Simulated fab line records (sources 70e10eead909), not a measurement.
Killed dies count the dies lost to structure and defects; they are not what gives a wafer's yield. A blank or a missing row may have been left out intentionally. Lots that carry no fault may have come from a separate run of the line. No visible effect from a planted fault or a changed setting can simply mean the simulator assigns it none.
Which of the tools did it? :: flow nand_harc :: 24 lots, 72 wafers sampled, at 4 steps of a route of 1302

WHAT EACH GAUGE READ, for each wafer
NHARC_P_ZERO_WELL_INSPECT_43.
lot: L074
measured: day 1 11:40
on: defect_inspect-02
raw_defect_count: 16 13 9

lot: L075
measured: day 1 13:46
on: defect_inspect-02
raw_defect_count: 21 12 17

lot: L076
measured: day 1 23:35
on: defect_inspect-02
raw_defect_count: 8 9 23

lot: L077
measured: day 2 09:28
on: defect_inspect-02
raw_defect_count: 7 5 8

lot: L078
measured: day 2 19:28
on: defect_inspect-02
raw_defect_count: 19 8 18

lot: L079
measured: day 3 05:45
on: defect_inspect-02
raw_defect_count: 21 11 13

lot: L080
measured: day 3 16:08
on: defect_inspect-02
raw_defect_count: 17 12 17

lot: L081
measured: day 4 05:47
on: defect_inspect-02
raw_defect_count: 16 12 6

lot: L082
measured: day 4 11:26
on: defect_inspect-01
raw_defect_count: 8 10 7

lot: L083
measured: day 4 21:44
on: defect_inspect-01
raw_defect_count: 10 11 8

lot: L084
measured: day 5 07:44
on: defect_inspect-02
raw_defect_count: 11 6 19

lot: L085
measured: day 5 17:54
on: defect_inspect-02
raw_defect_count: 8 9 7

lot: L086
measured: day 6 03:43
on: defect_inspect-02
raw_defect_count: 18 9 17

lot: L087
measured: day 6 13:58
on: defect_inspect-01
raw_defect_count: 7 12 9

lot: L088
measured: day 6 23:27
on: defect_inspect-02
raw_defect_count: 9 11 13

lot: L089
measured: day 7 09:11
on: defect_inspect-01
raw_defect_count: 14 20 25

lot: L090
measured: day 7 19:32
on: defect_inspect-02
raw_defect_count: 11 7 6

lot: L091
measured: day 8 05:26
on: defect_inspect-01
raw_defect_count: 10 6 7

lot: L092
measured: day 8 15:28
on: defect_inspect-01
raw_defect_count: 16 14 15

lot: L093
measured: day 9 01:52
on: defect_inspect-02
raw_defect_count: 17 28 11

lot: L094
measured: day 9 11:21
on: defect_inspect-01
raw_defect_count: 19 8 11

lot: L095
measured: day 9 22:33
on: defect_inspect-01
raw_defect_count: 14 12 20

lot: L096
measured: day 10 07:15
on: defect_inspect-02
raw_defect_count: 6 13 4

lot: L097
measured: day 10 17:28
on: defect_inspect-01
raw_defect_count: 19 8 9

NHARC_P_STI_CD_MEAS_16.
lot: L074
measured: day 2 04:40
on: cd_sem-02
cd_nm (nm): 200.0 202.6 201.3

lot: L075
measured: day 2 04:32
on: cd_sem-03
cd_nm (nm): 199.7 201.6 199.5

lot: L076
measured: day 2 15:37
on: cd_sem-02
cd_nm (nm): 199.2 196.3 199.5

lot: L077
measured: day 3 00:34
on: cd_sem-02
cd_nm (nm): 197.6 200.1 198.8

lot: L078
measured: day 3 12:25
on: cd_sem-03
cd_nm (nm): 199.3 201.0 200.4

lot: L079
measured: day 3 21:34
on: cd_sem-01
cd_nm (nm): 200.8 198.1 200.2

lot: L080
measured: day 4 07:43
on: cd_sem-02
cd_nm (nm): 197.9 195.9 198.1

lot: L081
measured: day 4 21:18
on: cd_sem-03
cd_nm (nm): 200.9 200.2 199.6

lot: L082
measured: day 5 02:28
on: cd_sem-01
cd_nm (nm): 199.6 197.4 200.2

lot: L083
measured: day 5 19:26
on: cd_sem-03
cd_nm (nm): 199.4 198.4 197.8

lot: L084
measured: day 5 23:46
on: cd_sem-03
cd_nm (nm): 199.0 200.4 199.2

lot: L085
measured: day 6 09:45
on: cd_sem-02
cd_nm (nm): 198.4 198.2 199.8

lot: L086
measured: day 6 19:05
on: cd_sem-01
cd_nm (nm): 197.0 198.5 197.5

lot: L087
measured: day 7 06:02
on: cd_sem-01
cd_nm (nm): 198.7 200.5 199.3

lot: L088
measured: day 7 15:31
on: cd_sem-03
cd_nm (nm): 199.3 198.2 201.0

lot: L089
measured: day 8 00:29
on: cd_sem-03
cd_nm (nm): 200.1 198.9 202.0

lot: L090
measured: day 8 12:43
on: cd_sem-01
cd_nm (nm): 198.0 202.0 200.7

lot: L091
measured: day 9 00:01
on: cd_sem-01
cd_nm (nm): 199.6 199.4 198.9

lot: L092
measured: day 9 09:38
on: cd_sem-01
cd_nm (nm): 196.1 197.5 194.1

lot: L093
measured: day 9 19:56
on: cd_sem-02
cd_nm (nm): 201.0 197.7 200.4

lot: L094
measured: day 10 06:38
on: cd_sem-01
cd_nm (nm): 200.7 198.1 201.0

lot: L095
measured: day 10 16:07
on: cd_sem-02
cd_nm (nm): 199.6 200.0 199.5

lot: L096
measured: day 11 01:00
on: cd_sem-02
cd_nm (nm): 199.0 199.2 199.8

lot: L097
measured: day 11 09:01
on: cd_sem-02
cd_nm (nm): 200.3 201.0 201.1

NHARC_P_GATE_CD_MEAS_46: the cd target is 720 nm.
lot: L074
measured: day 4 19:01
on: cd_sem-02
cd_nm (nm): 719.9 722.5 719.7

lot: L075
measured: day 4 18:13
on: cd_sem-02
cd_nm (nm): 719.7 720.2 719.7

lot: L076
measured: day 5 10:52
on: cd_sem-03
cd_nm (nm): 720.3 721.1 719.4

lot: L077
measured: day 5 13:02
on: cd_sem-02
cd_nm (nm): 720.5 720.3 721.8

lot: L078
measured: day 6 02:38
on: cd_sem-03
cd_nm (nm): 720.9 720.2 720.9

lot: L079
measured: day 6 22:00
on: cd_sem-03
cd_nm (nm): 718.9 719.4 720.9

lot: L080
measured: day 7 01:00
on: cd_sem-03
cd_nm (nm): 720.4 721.3 721.7

lot: L081
measured: day 7 18:13
on: cd_sem-03
cd_nm (nm): 721.7 721.6 720.5

lot: L082
measured: day 7 18:03
on: cd_sem-01
cd_nm (nm): 719.4 720.8 718.6

lot: L083
measured: day 8 12:19
on: cd_sem-01
cd_nm (nm): 720.9 720.2 719.2

lot: L084
measured: day 8 11:41
on: cd_sem-03
cd_nm (nm): 721.4 720.8 720.3

lot: L085
measured: day 9 03:47
on: cd_sem-02
cd_nm (nm): 720.2 719.8 719.5

lot: L086
measured: day 9 08:31
on: cd_sem-03
cd_nm (nm): 720.0 721.0 721.2

lot: L087
measured: day 9 20:31
on: cd_sem-02
cd_nm (nm): 718.5 719.1 719.0

lot: L088
measured: day 10 14:35
on: cd_sem-03
cd_nm (nm): 720.4 720.6 720.6

lot: L089
measured: day 10 16:26
on: cd_sem-02
cd_nm (nm): 720.5 720.3 721.2

lot: L090
measured: day 11 04:25
on: cd_sem-03
cd_nm (nm): 722.3 720.3 721.3

lot: L091
measured: day 11 16:54
on: cd_sem-01
cd_nm (nm): 719.6 721.6 717.7

lot: L092
measured: day 12 04:35
on: cd_sem-01
cd_nm (nm): 719.7 718.0 717.9

lot: L093
measured: day 12 09:40
on: cd_sem-02
cd_nm (nm): 721.1 721.7 720.4

lot: L094
measured: day 13 00:19
on: cd_sem-02
cd_nm (nm): 720.1 720.8 720.7

lot: L095
measured: day 13 04:34
on: cd_sem-01
cd_nm (nm): 721.9 722.4 721.7

lot: L096
measured: day 13 16:40
on: cd_sem-02
cd_nm (nm): 720.3 717.7 719.7

lot: L097
measured: day 13 23:10
on: cd_sem-01
cd_nm (nm): 717.1 721.1 718.1

TOOL THAT RAN EACH LOT (tool first, then ch and the chambers of the sampled wafers, then the start)
lot: L074
NHARC_P_GATE_ETCH_32: rie_si-06 ch 1,3, day 4 07:39

lot: L075
NHARC_P_GATE_ETCH_32: rie_si-05 ch 1,2,3, day 4 07:04

lot: L076
NHARC_P_GATE_ETCH_32: rie_si-02 ch 1,2,3, day 4 21:31

lot: L077
NHARC_P_GATE_ETCH_32: rie_si-06 ch 0,1, day 5 01:42

lot: L078
NHARC_P_GATE_ETCH_32: rie_si-06 ch 1,3, day 5 15:20

lot: L079
NHARC_P_GATE_ETCH_32: rie_si-06 ch 1,3, day 6 08:22

lot: L080
NHARC_P_GATE_ETCH_32: rie_si-06 ch 0,1,3, day 6 13:39

lot: L081
NHARC_P_GATE_ETCH_32: rie_si-02 ch 0,2, day 7 06:50

lot: L082
NHARC_P_GATE_ETCH_32: rie_si-06 ch 0,2,3, day 7 06:40

lot: L083
NHARC_P_GATE_ETCH_32: rie_si-06 ch 0,1,3, day 8 00:59

lot: L084
NHARC_P_GATE_ETCH_32: rie_si-02 ch 0,1,2, day 8 00:16

lot: L085
NHARC_P_GATE_ETCH_32: rie_si-05 ch 0,2,3, day 8 16:35

lot: L086
NHARC_P_GATE_ETCH_32: rie_si-06 ch 1,2, day 8 21:09

lot: L087
NHARC_P_GATE_ETCH_32: rie_si-05 ch 0,2, day 9 09:18

lot: L088
NHARC_P_GATE_ETCH_32: rie_si-06 ch 1,2, day 10 01:05

lot: L089
NHARC_P_GATE_ETCH_32: rie_si-06 ch 0,2, day 10 05:14

lot: L090
NHARC_P_GATE_ETCH_32: rie_si-02 ch 1,2, day 10 17:14

lot: L091
NHARC_P_GATE_ETCH_32: rie_si-06 ch 1,2, day 11 05:28

lot: L092
NHARC_P_GATE_ETCH_32: rie_si-06 ch 0,1,2, day 11 17:19

lot: L093
NHARC_P_GATE_ETCH_32: rie_si-02 ch 0,1, day 11 22:25

lot: L094
NHARC_P_GATE_ETCH_32: rie_si-06 ch 2,3, day 12 12:56

lot: L095
NHARC_P_GATE_ETCH_32: rie_si-02 ch 1,2,3, day 12 17:21

lot: L096
NHARC_P_GATE_ETCH_32: rie_si-02 ch 1,2,3, day 13 05:29

lot: L097
NHARC_P_GATE_ETCH_32: rie_si-05 ch 0,1,2, day 13 11:50
- NHARC_P_GATE_ETCH_32: etches the open film in HBr/Cl2, target depth 150 nm, time 100.1 s.

WHAT THE TOOLS THEMSELVES READ (means of the sampled wafers that have a number; where no wafer has one, the mark that the record gives instead)
NHARC_P_GATE_ETCH_32.
lot: L074
tool: rie_si-06
drypump_motor_current_A (A): 5.0
oes_product_au (a.u.): 1.001
throttle_valve_pct (%): 26.403

lot: L075
tool: rie_si-05
drypump_motor_current_A (A): 6.3
oes_product_au (a.u.): 0.994
throttle_valve_pct (%): 26.410

lot: L076
tool: rie_si-02
drypump_motor_current_A (A): 5.8
oes_product_au (a.u.): 0.996
throttle_valve_pct (%): 26.406

lot: L077
tool: rie_si-06
drypump_motor_current_A (A): 5.2
oes_product_au (a.u.): 1.001
throttle_valve_pct (%): 26.403

lot: L078
tool: rie_si-06
drypump_motor_current_A (A): 5.3
oes_product_au (a.u.): 0.998
throttle_valve_pct (%): 26.399

lot: L079
tool: rie_si-06
drypump_motor_current_A (A): 5.3
oes_product_au (a.u.): 0.998
throttle_valve_pct (%): 26.406

lot: L080
tool: rie_si-06
drypump_motor_current_A (A): 5.6
oes_product_au (a.u.): 0.997
throttle_valve_pct (%): 26.396

lot: L081
tool: rie_si-02
drypump_motor_current_A (A): 6.2
oes_product_au (a.u.): 0.997
throttle_valve_pct (%): 26.404

lot: L082
tool: rie_si-06
drypump_motor_current_A (A): 6.1
oes_product_au (a.u.): 1.000
throttle_valve_pct (%): 26.411

lot: L083
tool: rie_si-06
drypump_motor_current_A (A): 5.6
oes_product_au (a.u.): 1.004
throttle_valve_pct (%): 26.399

lot: L084
tool: rie_si-02
drypump_motor_current_A (A): 6.0
oes_product_au (a.u.): 0.995
throttle_valve_pct (%): 26.407

lot: L085
tool: rie_si-05
drypump_motor_current_A (A): 6.0
oes_product_au (a.u.): 0.995
throttle_valve_pct (%): 26.404

lot: L086
tool: rie_si-06
drypump_motor_current_A (A): 5.1
oes_product_au (a.u.): 0.997
throttle_valve_pct (%): 26.405

lot: L087
tool: rie_si-05
drypump_motor_current_A (A): 6.1
oes_product_au (a.u.): 0.994
throttle_valve_pct (%): 26.398

lot: L088
tool: rie_si-06
drypump_motor_current_A (A): 5.1
oes_product_au (a.u.): 0.992
throttle_valve_pct (%): 26.397

lot: L089
tool: rie_si-06
drypump_motor_current_A (A): 6.3
oes_product_au (a.u.): 1.009
throttle_valve_pct (%): 26.401

lot: L090
tool: rie_si-02
drypump_motor_current_A (A): 6.3
oes_product_au (a.u.): 0.992
throttle_valve_pct (%): 26.418

lot: L091
tool: rie_si-06
drypump_motor_current_A (A): 5.6
oes_product_au (a.u.): 0.995
throttle_valve_pct (%): 26.400

lot: L092
tool: rie_si-06
drypump_motor_current_A (A): 5.7
oes_product_au (a.u.): 0.994
throttle_valve_pct (%): 26.402

lot: L093
tool: rie_si-02
drypump_motor_current_A (A): 5.9
oes_product_au (a.u.): 0.996
throttle_valve_pct (%): 26.408

lot: L094
tool: rie_si-06
drypump_motor_current_A (A): 5.9
oes_product_au (a.u.): 0.995
throttle_valve_pct (%): 26.413

lot: L095
tool: rie_si-02
drypump_motor_current_A (A): 5.8
oes_product_au (a.u.): 0.991
throttle_valve_pct (%): 26.414

lot: L096
tool: rie_si-02
drypump_motor_current_A (A): 5.9
oes_product_au (a.u.): 0.997
throttle_valve_pct (%): 26.408

lot: L097
tool: rie_si-05
drypump_motor_current_A (A): 6.1
oes_product_au (a.u.): 1.000
throttle_valve_pct (%): 26.405

THE ANSWER, worked out from the rows above alone
Rule: what is usual is taken from the lots themselves. The widest of any qualifying gaps counts: lots, ordered by their means at a reading, are off when they make up no more than a third of the lots, leave a main group of 4 or more, and stand apart from it by 3 or more times the standard deviation of that group's means. A main group is skipped when, at the precision printed for the reading in the tables above, its means are all equal. Also off: a lot with no number at a reading for which 4 or more lots have one. The other lots that the step has rows for count as sound. First the gauges in route order, then the tools' own readings, where a lot's mean is used as printed above. At the first step where some lot is off, the reading lying furthest off is the one used; lots without a number count as furthest.
None of the lots is off at any reading shown; this tells nothing.

WHAT HAD BEEN PUT IN BY THE SIMULATOR
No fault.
